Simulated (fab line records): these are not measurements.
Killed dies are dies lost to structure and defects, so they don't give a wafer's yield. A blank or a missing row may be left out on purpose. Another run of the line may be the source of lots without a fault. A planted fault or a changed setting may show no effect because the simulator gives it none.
Chamber matching	flow n5Finfet	N5_GATE_CUT_DESCUM_18 on rieDiel-06: 4 sister chambers
The step chemistry O2, time 7 s. 14 wafers are shown with their chamber, then 7 later ones without.

## WAFERS, EACH WITH ITS CHAMBER
wafer	chamber	drypumpMotorCurrentA (A)	showerheadPlenumPTorr (Torr)	throttleValvePct (%)
L074.2	2	6.3	2.17	20.70
L074.3	0	6.1	2.21	20.15
L074.6	3	5.7	2.01	20.55
L076.1	1	5.4	2.11	20.87
L076.3	3	5.7	2.01	20.56
L076.5	1	5.4	2.12	20.87
L079.1	0	6.1	2.21	20.16
L079.4	3	5.7	2.01	20.57
L079.6	0	6.1	2.21	20.16
L082.1	3	5.7	2.01	20.57
L082.2	2	6.2	2.17	20.73
L082.5	1	5.4	2.11	20.90
L088.1	3	5.7	2.00	20.58
L088.2	2	6.3	2.16	20.75

SIGNATURES, as means of the wafers listed above
reading	chamber 0	chamber 1	chamber 2	chamber 3	scatter within a chamber
drypumpMotorCurrentA	6.100	5.400	6.267	5.700	0.0258
showerheadPlenumPTorr	2.2100	2.1133	2.1667	2.0080	0.00462
throttleValvePct	20.1567	20.8800	20.7267	20.5660	0.0157
Rule: a wafer lies at a distance from a chamber equal to the root of the sum of squares, over the readings, of (its reading less the chamber's mean, divided by the reading's scatter). The wafer belongs to the nearest chamber; if the next one is less than 2 further off, it can't be placed. The scatter: take each reading less its chamber's mean, square it, sum over the shown wafers, divide by the number of wafers less the number of chambers, and take the root.

## WAFERS MISSING THEIR CHAMBER
wafer	drypumpMotorCurrentA (A)	showerheadPlenumPTorr (Torr)	throttleValvePct (%)
L088.4	6.1	2.20	20.18
L089.3	5.3	2.11	20.89
L089.5	5.3	2.11	20.90
L089.6	6.1	2.20	20.18
L097.3	5.3	2.10	20.93
L097.5	6.1	2.20	20.22
L097.6	5.4	2.10	20.93

## WHICH CHAMBER EACH WENT THROUGH
wafer	from the rows above	in truth
L088.4	0	0
L089.3	1	1
L089.5	1	1
L089.6	0	0
L097.3	1	1
L097.5	0	0
L097.6	1	1
Placed correctly: 7 of 7. Left unplaced by these rows: 0. Placed wrongly: 0.
